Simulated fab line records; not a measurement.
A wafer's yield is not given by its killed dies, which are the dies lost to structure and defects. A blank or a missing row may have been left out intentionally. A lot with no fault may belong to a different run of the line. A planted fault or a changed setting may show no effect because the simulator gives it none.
Split-lot trial | flow n5-finfet | 7 lots, 21 wafers read, on a route of 1938 steps

SPLIT DETAILS
At N5_BEOL_M9_ETCH_61 (etches SiARC in CF4, target depth 39 nm, time 65 s), the setting source-w was moved away from the recipe's 545 W on 11 of the 21 wafers read, by -12.4% to +17.9%. All remaining wafers had this setting at the recipe value.

The reading is taken at the split's own step.

THE READING
rf-vpp-V, in V, at N5_BEOL_M9_ETCH_61 (etches SiARC in CF4, target depth 39 nm, time 65 s). Fault-free wafers of this fab line usually give 184.0 V, standard deviation 1.2 V.

wafer  | tool, chamber at the split | source-w as run, W | against the recipe | rf-vpp-V, V | against lot-mates on the recipe
L074.1 | rie-diel-06, 0             | 603.5              | +10.7%             | 177.9       | no lot-mate on the recipe
L074.4 | rie-diel-06, 1             | 603.5              | +10.7%             | 178.4       | no lot-mate on the recipe
L074.5 | rie-diel-06, 0             | 603.5              | +10.7%             | 177.3       | no lot-mate on the recipe
L077.1 | rie-diel-04, 1             | 545                | recipe             | 184.5       | -
L077.3 | rie-diel-04, 3             | 545                | recipe             | 183.2       | -
L077.4 | rie-diel-04, 2             | 545                | recipe             | 183.1       | -
L079.1 | rie-diel-04, 3             | 545                | recipe             | 183.3       | -
L079.2 | rie-diel-04, 1             | 545                | recipe             | 183.5       | -
L079.3 | rie-diel-04, 0             | 545                | recipe             | 183.7       | -
L084.1 | rie-diel-03, 3             | 588.8              | +8.0%              | 179.3       | -5.5
L084.3 | rie-diel-03, 0             | 545                | recipe             | 184.1       | -
L084.6 | rie-diel-03, 1             | 545                | recipe             | 185.5       | -
L085.2 | rie-diel-04, 2             | 642.7              | +17.9%             | 174.3       | no lot-mate on the recipe
L085.4 | rie-diel-04, 3             | 642.7              | +17.9%             | 172.3       | no lot-mate on the recipe
L085.5 | rie-diel-04, 3             | 642.7              | +17.9%             | 173.5       | no lot-mate on the recipe
L088.1 | rie-diel-06, 0             | 477.6              | -12.4%             | 190.2       | +6.6
L088.4 | rie-diel-06, 2             | 545                | recipe             | 183.6       | -
L088.5 | rie-diel-06, 2             | 477.6              | -12.4%             | 192.8       | +9.2
L096.1 | rie-diel-04, 0             | 582                | +6.8%              | 179.9       | -4.4
L096.3 | rie-diel-04, 3             | 582                | +6.8%              | 179.9       | -4.4
L096.6 | rie-diel-04, 3             | 545                | recipe             | 184.3       | -

THE FIT
A straight line over all 21 wafers: rf-vpp-V changes by -0.59 V for each +1% of source-w; r = -0.99; the points scatter about the line by 0.77 V.
The same after taking each lot's own level away (the mean of its wafers on the recipe; 15 wafers): -0.647 V for each +1%; r = -0.99; scatter 0.67 V.
Per that fit: largest source-w move, reading shift of 12 V.
Measured against the standard deviation above, the lots' own levels, which go from 183.50 to 184.80 V, span 1.1 times it.
The two slopes agree, so the slope changes little with the lot-to-lot level.
Check: with one of the wafers moved furthest among these (-12.4%) left out of the fit, the line predicts +8.83 V for it against its lot-mates. It came out at +6.6 V against them.
Tool readings at the split's step, against how far the setting was moved: rf-vpp-V r = -0.99.

OTHER SPLITS ON THESE WAFERS
Before the reading, these wafers also passed through other splits. Each is held against what the fit with the lots' levels taken away leaves over:
other split on the same wafers       | wafers away from the commonest value | r with rf-vpp-V (lot level and that fit taken away)
N5_BEOL_M8_DEVELOP_10 develop-time-s | 5                                    | +0.02

FILE'S OWN FIT
rf-vpp-V changes by -0.645 V for each +1% of source-w, r = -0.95.
